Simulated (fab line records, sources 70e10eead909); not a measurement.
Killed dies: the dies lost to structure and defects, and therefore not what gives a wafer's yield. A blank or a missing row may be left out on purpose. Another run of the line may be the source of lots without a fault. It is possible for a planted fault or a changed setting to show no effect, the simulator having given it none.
Comparing a struck lot with a sound one + flow nand harc + 14 steps out of a route of 1159
Sound: the wafers L213.1, L213.2, L213.5. Struck: wafers L208.2, L208.4, L208.6. Last of all comes the cause.
For every step that has rows: the tool of each side, followed by ch and its chambers, followed by its first start. Under that, the readings that differ: sound wafers + struck wafers + difference of the means + sigmas: that difference in standard deviations of wafers without a fault.
alike: a reading whose means differ by less than 2 such deviations, as well as words and numbers matching on both sides. not compared: withheld readings; readings where some wafer has no value; bounds like >300 that might hide an equal value; numbers whose values overlap and for which the record gives no deviation.
A row with sigmas, a row that says differs or no value, or rows on one side alone: a step with any of these is where the two part. When numbers do not overlap yet have no deviation, they are printed without sigmas and do not part them. A reading missing from all wafers of one side parts the sides only when that side holds two or more wafers.

first, 2 steps without rows for these wafers: NHARC_A_SOURCE_PLATE_CVD_03 (deposits poly-Si, target thk 200 nm, time 4000 s); NHARC_A_SOURCE_PLATE_ANNEAL_05 (time 1800 s).
NHARC_A_SOURCE_PLATE_THK_MEAS_06: measures by ellipsometry.
  struck on film metro-02, day 9 21:47; sound on film metro-01, day 11 06:31
  alike: thk nm
NHARC_A_SOURCE_PLATE_INSPECT_08:
  struck on defect inspect-01, day 9 21:54; sound on defect inspect-01, day 11 06:35
  alike: raw defect count
then, 1 step without rows for these wafers: NHARC_A_ONON_D1_DEP_00 (target thk 1000 nm).
NHARC_A_ONON_D1_THK_MEAS_02: measures by ellipsometry.
  struck on film metro-02, day 9 22:29; sound on film metro-01, day 11 07:09
  alike: thk nm
then, 1 step without rows for these wafers: NHARC_A_ONON_D1_DEP_03 (target thk 1000 nm).
NHARC_A_ONON_D1_THK_MEAS_05: measures by ellipsometry.
  struck on film metro-01, day 9 23:02; sound on film metro-02, day 11 07:43
  alike: thk nm
then, 1 step without rows for these wafers: NHARC_A_ONON_D1_DEP_06 (target thk 1000 nm).
NHARC_A_ONON_D1_THK_MEAS_08: measures by ellipsometry.
  struck on film metro-01, day 9 23:37; sound on film metro-02, day 11 08:17
  alike: thk nm
NHARC_A_ONON_D1_DEP_09: target thk 1000 nm.
  sound on pecvd onon-01 ch 0, day 11 08:20; struck on pecvd onon-04 ch 0, day 9 23:43
  alike: n2o flow sccm
NHARC_A_ONON_D1_THK_MEAS_11: measures by ellipsometry.
  struck on film metro-02, day 10 00:10; sound on film metro-02, day 11 08:51
| reading     | sound          | struck      | difference | sigmas |
|-------------|----------------|-------------|------------|--------|
| thk nm (nm) | 1023 1022 1023 | 697 698 696 | -326       | -36    |
then, 1 step without rows for these wafers: NHARC_A_ONON_D1_DEP_12 (target thk 1000 nm).
-- record jumps: 12 days between struck wafers' starts before vs after; left off in module A_ONON_D1, resumes in module END, first step shown is number 1159 of the route --
NHARC_END_SORT_01:
  at this point the record logs the struck wafers (prober-01 ch 0, day 22 07:48) and has no rows for the sound ones

## WHERE THEY PART
Earliest at NHARC_A_ONON_D1_THK_MEAS_11; latest, in this record, at NHARC_END_SORT_01.

WHY: whatever the simulator had introduced
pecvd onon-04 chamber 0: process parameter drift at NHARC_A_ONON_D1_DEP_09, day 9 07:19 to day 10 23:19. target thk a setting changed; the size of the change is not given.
